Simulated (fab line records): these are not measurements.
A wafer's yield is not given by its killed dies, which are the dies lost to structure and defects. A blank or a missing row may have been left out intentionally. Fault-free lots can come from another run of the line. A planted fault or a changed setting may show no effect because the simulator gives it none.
Which of the tools did it? -- flow nand-harc -- Sampling: 14 lots, 42 wafers, 6 of 1159 route steps

WHAT THE GAUGES SHOWED, per wafer
NHARC_A_SOURCE_PLATE_THK_MEAS_06: measures by ellipsometry.
lot,measured,on,thk-nm (nm)
L139,day 7 16:20,film-metro-02,199.0 201.1 198.5
L140,day 8 02:17,film-metro-02,199.1 200.2 200.0
L141,day 8 02:17,film-metro-01,197.0 198.9 195.5
L144,day 8 13:49,film-metro-02,204.1 203.9 204.5
L143,day 8 13:49,film-metro-01,199.5 201.0 199.2
L145,day 8 21:49,film-metro-01,200.2 196.6 198.2
L146,day 8 21:49,film-metro-02,195.8 195.3 195.9
L147,day 9 13:01,film-metro-02,197.3 200.2 197.1
L148,day 9 13:01,film-metro-01,196.8 197.9 200.1
L150,day 10 07:40,film-metro-01,199.1 199.9 197.2
L149,day 10 07:40,film-metro-02,206.3 202.1 205.5
L153,day 11 00:16,film-metro-01,201.4 200.0 198.4
L156,day 11 14:01,film-metro-01,202.2 199.0 200.6
L158,day 12 01:13,film-metro-01,200.1 201.3 201.2

NHARC_A_ONON_D1_THK_MEAS_08: measures by ellipsometry.
lot,measured,on,thk-nm (nm)
L139,day 7 18:07,film-metro-02,1008 1008 1009
L140,day 8 04:22,film-metro-02,996 995 995
L141,day 8 04:31,film-metro-01,1004 1006 1004
L144,day 8 15:43,film-metro-01,992 990 992
L143,day 8 15:50,film-metro-02,993 993 993
L145,day 8 23:39,film-metro-02,1013 1013 1012
L146,day 8 23:40,film-metro-02,997 996 997
L147,day 9 14:47,film-metro-01,992 991 991
L148,day 9 14:50,film-metro-01,1000 1002 1001
L150,day 10 09:27,film-metro-02,978 977 979
L149,day 10 09:26,film-metro-01,1011 1012 1010
L153,day 11 02:02,film-metro-01,1007 1005 1006
L156,day 11 15:47,film-metro-02,998 999 998
L158,day 12 03:13,film-metro-01,1000 1001 1001

NHARC_A_ONON_D1_THK_MEAS_11: measures by ellipsometry.
lot,measured,on,thk-nm (nm)
L139,day 7 18:40,film-metro-01,1000 1000 1000
L140,day 8 04:59,film-metro-02,1007 1010 1008
L141,day 8 05:04,film-metro-01,1003 1001 1001
L144,day 8 16:17,film-metro-02,1008 1008 1009
L143,day 8 16:24,film-metro-01,1008 1008 1007
L145,day 9 00:13,film-metro-02,1005 1005 1005
L146,day 9 00:22,film-metro-02,996 994 995
L147,day 9 15:22,film-metro-01,997 997 998
L148,day 9 15:25,film-metro-01,1001 1002 1002
L150,day 10 10:01,film-metro-02,979 979 979
L149,day 10 10:01,film-metro-01,981 982 983
L153,day 11 02:36,film-metro-01,1010 1012 1013
L156,day 11 16:21,film-metro-02,1498 1497 1498
L158,day 12 03:47,film-metro-01,1480 1478 1479

NHARC_END_SORT_01.
lot,measured,on,killed-at-array,killed-at-other,killed-at-periphery,killed-dies,killed-open,killed-short
L156,day 24 03:04,prober-01,667 668 672,3 1 0,7 8 5,677 677 677,3 7 3,2 1 0
L158,day 23 20:10,prober-02,668 671 668,0 0 1,9 6 8,677 677 677,3 2 5,1 6 2

WHICH TOOL RAN EACH LOT (tool, then ch and the chambers of the sampled wafers, then the start)
lot,NHARC_A_ONON_D1_DEP_09,NHARC_A_ONON_D1_DEP_33
L139,"pecvd-onon-04 ch 0, day 7 18:17","pecvd-01 ch 0,1, day 8 04:47"
L140,"pecvd-onon-02 ch 0, day 8 04:28","pecvd-01 ch 0,1, day 8 14:59"
L141,"pecvd-onon-04 ch 0, day 8 04:38","pecvd-02 ch 1,2, day 8 15:13"
L144,"pecvd-onon-02 ch 0, day 8 15:46","pecvd-04 ch 0,2, day 9 02:20"
L143,"pecvd-onon-03 ch 0, day 8 16:01","pecvd-02 ch 0,1,2, day 9 02:28"
L145,"pecvd-onon-04 ch 0, day 8 23:49","pecvd-01 ch 1,2, day 9 10:20"
L146,"pecvd-onon-02 ch 0, day 9 00:02","pecvd-02 ch 0,1,2, day 9 10:37"
L147,"pecvd-onon-02 ch 0, day 9 14:51","pecvd-01 ch 0,2, day 10 01:26"
L148,"pecvd-onon-03 ch 0, day 9 14:56","pecvd-02 ch 0,1,2, day 10 01:31"
L150,"pecvd-onon-02 ch 0, day 10 09:31","pecvd-04 ch 0,2, day 10 23:29"
L149,"pecvd-onon-04 ch 0, day 10 09:30","pecvd-02 ch 1,2, day 10 23:27"
L153,"pecvd-onon-03 ch 0, day 11 02:08","pecvd-04 ch 0,2, day 11 11:27"
L156,"pecvd-onon-02 ch 0, day 11 15:53","pecvd-04 ch 0,1,2, day 12 02:25"
L158,"pecvd-onon-02 ch 0, day 12 03:16","pecvd-02 ch 0,2, day 12 13:40"
- NHARC_A_ONON_D1_DEP_09: target thk 1000 nm.
- NHARC_A_ONON_D1_DEP_33: deposits SiO2, target thk 200 nm.

WHAT THE TOOLS THEMSELVES READ (means of the sampled wafers that have a number; where no wafer has one, the mark that the record gives instead)
NHARC_A_ONON_D1_DEP_33.
lot,tool,heater-power-w (W),throttle-valve-pct (%)
L139,pecvd-01,531,15.1
L140,pecvd-01,574,15.4
L141,pecvd-02,489,15.5
L144,pecvd-04,672,16.2
L143,pecvd-02,473,16.0
L145,pecvd-01,530,15.8
L146,pecvd-02,417,15.9
L147,pecvd-01,525,15.3
L148,pecvd-02,429,16.0
L150,pecvd-04,663,15.7
L149,pecvd-02,460,15.4
L153,pecvd-04,597,15.9
L156,pecvd-04,591,15.9
L158,pecvd-02,407,16.6

THE ANSWER, worked out from the rows above alone
Rule: the usual values come from the lots themselves. The widest of any qualifying gaps counts: lots, ordered by their means at a reading, are off when they make up no more than a third of the lots, leave a main group of 4 or more, and stand apart from it by 3 or more times the standard deviation of that group's means. If all means in a main group match to the digits the tables above print for the reading, that group is not used. A lot without any number at a reading at which 4 lots or more have one is off too. All remaining lots with rows at the step are treated as sound. The gauges are gone through in route order, then the tools' own readings, and for those a lot's mean is taken as printed above. The first step at which some lot is off is used, and at that step the reading that is off furthest; a lot without a number counts as furthest.
Off, at NHARC_A_ONON_D1_THK_MEAS_11 on thk-nm: L156, L158. The main group has a mean of 1000 nm with a standard deviation of 9.8.
A tool fits if, at a process step before that reading, it ran every lot that is off, and no sound lot after the first of them. Those tools and the gauges at NHARC_A_ONON_D1_THK_MEAS_11 are tried in the same way. One fits: pecvd-onon-02 at NHARC_A_ONON_D1_DEP_09. A fault onset in the window from L150 (day 10 09:31, its last sound lot) to L156 (day 11 15:53, its first lot off) fits.

WHAT THE SIMULATOR HAD PUT IN
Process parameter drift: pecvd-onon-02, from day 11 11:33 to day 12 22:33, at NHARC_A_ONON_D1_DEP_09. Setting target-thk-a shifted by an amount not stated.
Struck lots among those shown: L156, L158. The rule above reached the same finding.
